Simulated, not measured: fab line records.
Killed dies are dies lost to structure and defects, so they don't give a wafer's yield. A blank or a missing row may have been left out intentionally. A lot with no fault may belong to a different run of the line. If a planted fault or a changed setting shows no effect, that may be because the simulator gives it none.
Which tool is to blame? || flow n5Finfet || Sampling: 11 lots, 32 wafers, 3 of 1938 route steps

WHAT THE GAUGES SHOWED, per wafer
N5_BEOL_M4_RS_MEAS_58: measures by four-point-probe. Usual: M4_RS typically reads 0.66 ohm/sq, with standard deviation 0.034.
{"lot": "L193", "measured": "day 9 02:10", "on": "filmMetro-01", "M4_RS (ohm/sq)": "0.64 0.66 0.67", "flag": ""}
{"lot": "L201", "measured": "day 11 10:30", "on": "filmMetro-01", "M4_RS (ohm/sq)": "0.73 0.68 0.67", "flag": ""}
{"lot": "L202", "measured": "day 11 12:02", "on": "filmMetro-02", "M4_RS (ohm/sq)": "0.64 0.64", "flag": ""}
{"lot": "L200", "measured": "day 11 16:49", "on": "filmMetro-02", "M4_RS (ohm/sq)": "0.62 0.61 0.67", "flag": ""}
{"lot": "L199", "measured": "day 11 21:34", "on": "filmMetro-02", "M4_RS (ohm/sq)": "0.64 0.66 0.64", "flag": ""}
{"lot": "L207", "measured": "day 12 13:52", "on": "filmMetro-01", "M4_RS (ohm/sq)": "0.65 0.66 0.71", "flag": ""}
{"lot": "L206", "measured": "day 13 00:10", "on": "filmMetro-02", "M4_RS (ohm/sq)": "0.60 0.65 0.64", "flag": ""}
{"lot": "L205", "measured": "day 13 11:49", "on": "filmMetro-01", "M4_RS (ohm/sq)": "0.66 0.61 0.68", "flag": ""}
{"lot": "L210", "measured": "day 13 11:52", "on": "filmMetro-02", "M4_RS (ohm/sq)": "0.68 0.65 0.64", "flag": ""}
{"lot": "L215", "measured": "day 15 03:17", "on": "filmMetro-01", "M4_RS (ohm/sq)": "0.68 0.62 0.70", "flag": ""}
{"lot": "L216", "measured": "day 15 13:22", "on": "filmMetro-02", "M4_RS (ohm/sq)": "0.64 0.62 0.72", "flag": ""}

WHICH TOOL RAN EACH LOT (tool, then ch and the chambers of the sampled wafers, then the start)
{"lot": "L193", "N5_BEOL_M4_ANNEAL_51": "rtpAnneal-01 ch 0, day 9 01:21", "N5_BEOL_M4_CMP_52": "cmp-03 ch 0,2,3, day 9 01:38"}
{"lot": "L201", "N5_BEOL_M4_ANNEAL_51": "rtpAnneal-02 ch 0, day 11 09:38", "N5_BEOL_M4_CMP_52": "cmp-01 ch 0,2, day 11 09:53"}
{"lot": "L202", "N5_BEOL_M4_ANNEAL_51": "rtpAnneal-02 ch 0, day 11 11:13", "N5_BEOL_M4_CMP_52": "cmp-03 ch 3, day 11 11:31"}
{"lot": "L200", "N5_BEOL_M4_ANNEAL_51": "rtpAnneal-01 ch 0, day 11 16:01", "N5_BEOL_M4_CMP_52": "cmp-04 ch 0,1,3, day 11 16:16"}
{"lot": "L199", "N5_BEOL_M4_ANNEAL_51": "rtpAnneal-02 ch 0, day 11 20:43", "N5_BEOL_M4_CMP_52": "cmp-01 ch 0,2,3, day 11 21:03"}
{"lot": "L207", "N5_BEOL_M4_ANNEAL_51": "rtpAnneal-01 ch 0, day 12 12:38", "N5_BEOL_M4_CMP_52": "cmp-03 ch 0,1, day 12 12:58"}
{"lot": "L206", "N5_BEOL_M4_ANNEAL_51": "rtpAnneal-01 ch 0, day 12 23:19", "N5_BEOL_M4_CMP_52": "cmp-04 ch 0,2,3, day 12 23:37"}
{"lot": "L205", "N5_BEOL_M4_ANNEAL_51": "rtpAnneal-01 ch 0, day 13 10:58", "N5_BEOL_M4_CMP_52": "cmp-03 ch 1,3, day 13 11:13"}
{"lot": "L210", "N5_BEOL_M4_ANNEAL_51": "rtpAnneal-02 ch 0, day 13 11:01", "N5_BEOL_M4_CMP_52": "cmp-01 ch 2,3, day 13 11:19"}
{"lot": "L215", "N5_BEOL_M4_ANNEAL_51": "rtpAnneal-02 ch 0, day 15 02:19", "N5_BEOL_M4_CMP_52": "cmp-01 ch 0,1,3, day 15 02:34"}
{"lot": "L216", "N5_BEOL_M4_ANNEAL_51": "rtpAnneal-02 ch 0, day 15 12:20", "N5_BEOL_M4_CMP_52": "cmp-03 ch 0,1,2, day 15 12:44"}
- N5_BEOL_M4_ANNEAL_51: time 90 s.
- N5_BEOL_M4_CMP_52: polishes, stops on SiOC, t overpolish 6.8 s, target thk 40 nm.

AS READ BY THE TOOLS THEMSELVES (means over the sampled wafers that have a number; for cases with no such wafer, the mark the record gives instead)
N5_BEOL_M4_ANNEAL_51. Usual: wafer_temp_C_max at 225.9, with a standard deviation of 0.36.
{"lot": "L193", "tool": "rtpAnneal-01", "wafer_temp_C_max": 225.7, "flag": ""}
{"lot": "L201", "tool": "rtpAnneal-02", "wafer_temp_C_max": 226.2, "flag": ""}
{"lot": "L202", "tool": "rtpAnneal-02", "wafer_temp_C_max": 225.9, "flag": ""}
{"lot": "L200", "tool": "rtpAnneal-01", "wafer_temp_C_max": 225.5, "flag": ""}
{"lot": "L199", "tool": "rtpAnneal-02", "wafer_temp_C_max": 226.5, "flag": ""}
{"lot": "L207", "tool": "rtpAnneal-01", "wafer_temp_C_max": 225.7, "flag": ""}
{"lot": "L206", "tool": "rtpAnneal-01", "wafer_temp_C_max": 225.7, "flag": ""}
{"lot": "L205", "tool": "rtpAnneal-01", "wafer_temp_C_max": 225.8, "flag": ""}
{"lot": "L210", "tool": "rtpAnneal-02", "wafer_temp_C_max": 226.4, "flag": ""}
{"lot": "L215", "tool": "rtpAnneal-02", "wafer_temp_C_max": 226.2, "flag": ""}
{"lot": "L216", "tool": "rtpAnneal-02", "wafer_temp_C_max": 226.0, "flag": ""}

N5_BEOL_M4_CMP_52. Usual: barrierFieldEndpointS 24.7 s, standard deviation 0.89; motorCurrentA 6.1 A, standard deviation 0.53; overpolishRunS 6.800 s, standard deviation 0.0087; slurryFilterDpKPa 13.49 kPa, standard deviation 0.15; timeToEndpointS 63 s, standard deviation 4.3.
{"lot": "L193", "tool": "cmp-03", "barrierFieldEndpointS (s)": 24.3, "motorCurrentA (A)": 6.3, "overpolishRunS (s)": 6.810, "slurryFilterDpKPa (kPa)": 13.31, "timeToEndpointS (s)": 61, "flag": ""}
{"lot": "L201", "tool": "cmp-01", "barrierFieldEndpointS (s)": 24.4, "motorCurrentA (A)": 6.5, "overpolishRunS (s)": 6.795, "slurryFilterDpKPa (kPa)": 13.39, "timeToEndpointS (s)": 61, "flag": ""}
{"lot": "L202", "tool": "cmp-03", "barrierFieldEndpointS (s)": 25.5, "motorCurrentA (A)": 6.5, "overpolishRunS (s)": 6.793, "slurryFilterDpKPa (kPa)": 13.34, "timeToEndpointS (s)": 64, "flag": ""}
{"lot": "L200", "tool": "cmp-04", "barrierFieldEndpointS (s)": 25.8, "motorCurrentA (A)": 6.6, "overpolishRunS (s)": 6.798, "slurryFilterDpKPa (kPa)": 13.52, "timeToEndpointS (s)": 65, "flag": ""}
{"lot": "L199", "tool": "cmp-01", "barrierFieldEndpointS (s)": 23.8, "motorCurrentA (A)": 6.2, "overpolishRunS (s)": 6.797, "slurryFilterDpKPa (kPa)": 13.45, "timeToEndpointS (s)": 61, "flag": ""}
{"lot": "L207", "tool": "cmp-03", "barrierFieldEndpointS (s)": 25.1, "motorCurrentA (A)": 6.3, "overpolishRunS (s)": 6.799, "slurryFilterDpKPa (kPa)": 13.47, "timeToEndpointS (s)": 65, "flag": ""}
{"lot": "L206", "tool": "cmp-04", "barrierFieldEndpointS (s)": 25.9, "motorCurrentA (A)": 5.8, "overpolishRunS (s)": 6.802, "slurryFilterDpKPa (kPa)": 13.58, "timeToEndpointS (s)": 67, "flag": ""}
{"lot": "L205", "tool": "cmp-03", "barrierFieldEndpointS (s)": 25.0, "motorCurrentA (A)": 6.1, "overpolishRunS (s)": 6.799, "slurryFilterDpKPa (kPa)": 13.49, "timeToEndpointS (s)": 63, "flag": ""}
{"lot": "L210", "tool": "cmp-01", "barrierFieldEndpointS (s)": 25.1, "motorCurrentA (A)": 6.0, "overpolishRunS (s)": 6.795, "slurryFilterDpKPa (kPa)": 13.45, "timeToEndpointS (s)": 64, "flag": ""}
{"lot": "L215", "tool": "cmp-01", "barrierFieldEndpointS (s)": 24.5, "motorCurrentA (A)": 6.0, "overpolishRunS (s)": 6.805, "slurryFilterDpKPa (kPa)": 13.58, "timeToEndpointS (s)": 62, "flag": ""}
{"lot": "L216", "tool": "cmp-03", "barrierFieldEndpointS (s)": 25.2, "motorCurrentA (A)": 6.2, "overpolishRunS (s)": 6.797, "slurryFilterDpKPa (kPa)": 13.51, "timeToEndpointS (s)": 64, "flag": ""}

THE ANSWER, worked out from the rows above alone
Rule: a lot is off if the mean of its wafers that have a number lies more than 3 standard deviations from the usual mean. Also off: a lot with no number at a reading for which 4 or more lots have one. The other lots that the step has rows for count as sound. First the gauges in route order, then the tools' own readings, where a lot's mean is used as printed above. At the first step where some lot is off, the reading lying furthest off is the one used; lots without a number count as furthest.
None of the lots is off at any reading shown; this tells nothing.

WHAT THE SIMULATOR HAD PUT IN
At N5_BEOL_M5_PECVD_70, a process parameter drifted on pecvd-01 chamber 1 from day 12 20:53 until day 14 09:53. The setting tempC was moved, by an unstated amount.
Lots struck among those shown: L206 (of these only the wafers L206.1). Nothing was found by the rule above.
